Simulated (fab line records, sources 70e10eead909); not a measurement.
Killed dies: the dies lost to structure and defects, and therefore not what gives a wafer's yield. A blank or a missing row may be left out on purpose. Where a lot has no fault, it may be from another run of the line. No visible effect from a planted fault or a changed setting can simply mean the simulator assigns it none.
Chamber matching    flow nand-harc    NHARC_P_BONDPAD_CMP_32 on cmp-02 has 4 sister chambers
The step polishes SiCN, target thk 200 nm. 16 wafers are shown with their chamber, then 8 later ones without.

== WAFERS WITH THEIR CHAMBER ==
wafer   chamber  motor-current-A (A)
L074.2  1        11.6
L074.5  1        12.1
L074.6  2        13.2
L078.1  0        11.3
L078.2  2        12.6
L078.3  3        12.7
L081.1  3        12.6
L081.4  0        12.0
L081.6  2        13.0
L082.2  0        11.7
L082.3  1        11.8
L082.5  2        13.4
L085.1  3        11.8
L085.2  2        12.8
L085.6  0        11.9
L087.3  2        12.6

SIGNATURES (means of the wafers above)
reading          chamber 0  chamber 1  chamber 2  chamber 3  scatter within a chamber
motor-current-A  11.725     11.833     12.933     12.367     0.346
Rule: for a wafer and a chamber, the distance is found by dividing, reading by reading, the gap between the wafer's reading and the chamber's mean by the reading's scatter, squaring, summing and taking the root. If the next closest chamber is less than 2 further off than the closest, the wafer can't be placed; otherwise it belongs to the closest. The scatter: take each reading less its chamber's mean, square it, sum over the shown wafers, divide by the number of wafers less the number of chambers, and take the root.

== WAFERS WITHOUT THEIR CHAMBER ==
wafer   motor-current-A (A)
L087.5  11.9
L087.6  11.7
L092.2  11.6
L092.5  11.6
L092.6  11.2
L097.3  12.3
L097.5  13.0
L097.6  12.0

== EACH ONE'S CHAMBER ==
wafer   from the rows above                in truth
L087.5  can't be placed: 1 or 0 or 3       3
L087.6  can't be placed: 0 or 1 or 3       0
L092.2  can't be placed: 0 or 1 or 3       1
L092.5  can't be placed: 0 or 1 or 3       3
L092.6  can't be placed: 0 or 1 or 3       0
L097.3  can't be placed: 3 or 1 or 0 or 2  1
L097.5  can't be placed: 2 or 3            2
L097.6  can't be placed: 1 or 0 or 3       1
0 of 8 placed correctly. Can't be placed from these rows: 8 (the true chamber is among the candidates in 8). 0 placed wrongly.
